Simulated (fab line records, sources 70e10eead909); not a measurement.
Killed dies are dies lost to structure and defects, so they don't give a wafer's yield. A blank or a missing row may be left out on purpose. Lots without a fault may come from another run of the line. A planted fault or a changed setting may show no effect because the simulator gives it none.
A struck lot beside a sound one | flow nand_harc | 40 steps out of a route of 1159
Sound: wafers L482.1, L482.4, L482.5. Struck: wafers L484.1, L484.4. The cause comes at the end.
At each step with rows: each side's tool, then ch and its chambers, then its first start. Under that, the readings that differ: sound wafers | struck wafers | difference of the means | sigmas: that difference in standard deviations of wafers without a fault.
alike: readings whose means differ by less than 2 such deviations, and words and numbers that are the same on both sides. not compared: withheld readings, readings that some wafer has no value for, bounds like >300 that may hide the same value, and numbers for which the record gives no deviation and whose values overlap.
The two part at a step that has a row with sigmas, a row that says differs or no value, or rows on one side only. Numbers that don't overlap but have no deviation are shown without sigmas and don't part them. A reading that every wafer of one side lacks parts them only if that side has two wafers or more.

first, 9 steps without rows for these wafers: NHARC_A_CONTACT_DEVELOP_41 (develop time 35 s); NHARC_A_CONTACT_DESCUM_47 (chemistry O2, time 3 s); NHARC_A_CONTACT_ETCH_48 (etches the open film in CF4, target depth 39 nm, time 65 s); NHARC_A_CONTACT_ETCH_49 (etches the open film in N2/H2, target depth 260 nm, time 475.3 s); NHARC_A_CONTACT_ETCH_50 (etches the open film in CF4/CHF3, target depth 84.7 nm, time 42.4 s); NHARC_A_CONTACT_ETCH_51 (etches the open film in O2/COS, target depth 3600 nm, time 936 s); NHARC_A_CONTACT_ETCH_111 (etches the open film in C4F8/O2/Ar, time 140 s, target depth 700 nm); NHARC_A_CONTACT_ETCH_112 (etches the open film in C4F8/O2/Ar, time 94 s, target depth 922 nm); NHARC_A_CONTACT_ETCH_113 (etches the open film in C4F8/O2/Ar, time 94 s, target depth 922 nm).
NHARC_A_CONTACT_ETCH_114: etches the open film in C4F8/O2/Ar, time 94 s, target depth 922 nm.
  sound on har_cap_etch-03 ch 0,1, day 17 02:22; struck on har_cap_etch-03 ch 0, day 18 04:17
  alike: oes_air_line_au
  not compared: rf_hours_counter_h
then, 28 steps without rows for these wafers: NHARC_A_CONTACT_ETCH_115 (etches the open film in C4F8/O2/Ar, time 94 s, target depth 922 nm); NHARC_A_CONTACT_ETCH_116 (etches the open film in C4F8/O2/Ar, time 94 s, target depth 922 nm); NHARC_A_CONTACT_ETCH_117 (etches the open film in C4F8/O2/Ar, time 94 s, target depth 922 nm); NHARC_A_CONTACT_ETCH_118 (etches the open film in C4F8/O2/Ar, time 94 s, target depth 922 nm); NHARC_A_CONTACT_ETCH_119 (etches the open film in C4F8/O2/Ar, time 94 s, target depth 922 nm); NHARC_A_CONTACT_ETCH_120 (etches the open film in C4F8/O2/Ar, time 94 s, target depth 922 nm); NHARC_A_CONTACT_ETCH_121 (etches the open film in C4F8/O2/Ar, time 94 s, target depth 922 nm); NHARC_A_CONTACT_ETCH_122 (etches the open film in C4F8/O2/Ar, time 95 s, target depth 930 nm); NHARC_A_CONTACT_ETCH_123 (etches the open film in C4F8/O2/Ar, time 253 s, target depth 1090 nm); NHARC_A_CONTACT_ETCH_90 (etches the open film in CH3F/O2, target depth 40 nm, time 85.7 s); NHARC_A_CONTACT_ETCH_96 (etches the open film in C4F6/O2, target depth 20 nm, time 10 s); NHARC_A_CONTACT_STRIP_99 (strips in N2/H2); NHARC_A_CONTACT_STRIP_100 (strips in CF4/CHF3); NHARC_A_CONTACT_STRIP_101 (strips in O2/COS); NHARC_A_CONTACT_ETCH_102 (etches the open film in CF4/O2, target depth 70 nm, overetch 7 nm, time 38.5 s); NHARC_A_CONTACT_STRIP_55 (strips in O2); NHARC_A_CONTACT_STRIP_56 (strips in post etch residue remover, time 600 s); NHARC_A_CONTACT_DEP_57 (deposits aC, target thk 2800 nm); NHARC_A_CONTACT_DEP_58 (deposits SiON, target thk 60 nm); NHARC_A_CONTACT_DEHYDRATE_59 (time 120 s); NHARC_A_CONTACT_HMDS_60 (time 30 s); NHARC_A_CONTACT_COAT_61 (time 75 s); NHARC_A_CONTACT_COAT_62 (time 65 s); NHARC_A_CONTACT_COAT_63 (resist thk 90 nm); NHARC_A_CONTACT_SOFTBAKE_64 (time 55 s); NHARC_A_CONTACT_EBR_65; NHARC_A_CONTACT_EXPOSE_66 (exposes mask A CC 2); NHARC_A_CONTACT_PEB_67 (peb time 65 s).
NHARC_A_CONTACT_DESCUM_74: chemistry O2, time 3 s.
  sound on rie_diel-11 ch 0,1,3, day 17 07:42; struck on rie_diel-11 ch 1,2, day 18 15:07
  reading | sound | struck                                            | difference                   | sigmas
  hold    | - - - | await_dispo/2.3h/release await_dispo/2.3h/release | no value on the sound wafers |
  alike: drypump_motor_current_A, oes_product_au, rf_vpp_V, showerhead_plenum_p_Torr, throttle_valve_pct
  not compared: rf_hours_counter_h
-- the record jumps here: 3 days lie between the struck wafers' starts before and after (it left off in module A_CONTACT and takes up again in module END, whose first step shown is number 1159 of the route) --
NHARC_END_SORT_01:
  the record has rows for the struck wafers here (prober-02 ch 0, day 21 18:49) and none for the sound ones

WHERE THEY PART
First at NHARC_A_CONTACT_DESCUM_74; last, within this record, at NHARC_END_SORT_01.

WHY: what the simulator had put in
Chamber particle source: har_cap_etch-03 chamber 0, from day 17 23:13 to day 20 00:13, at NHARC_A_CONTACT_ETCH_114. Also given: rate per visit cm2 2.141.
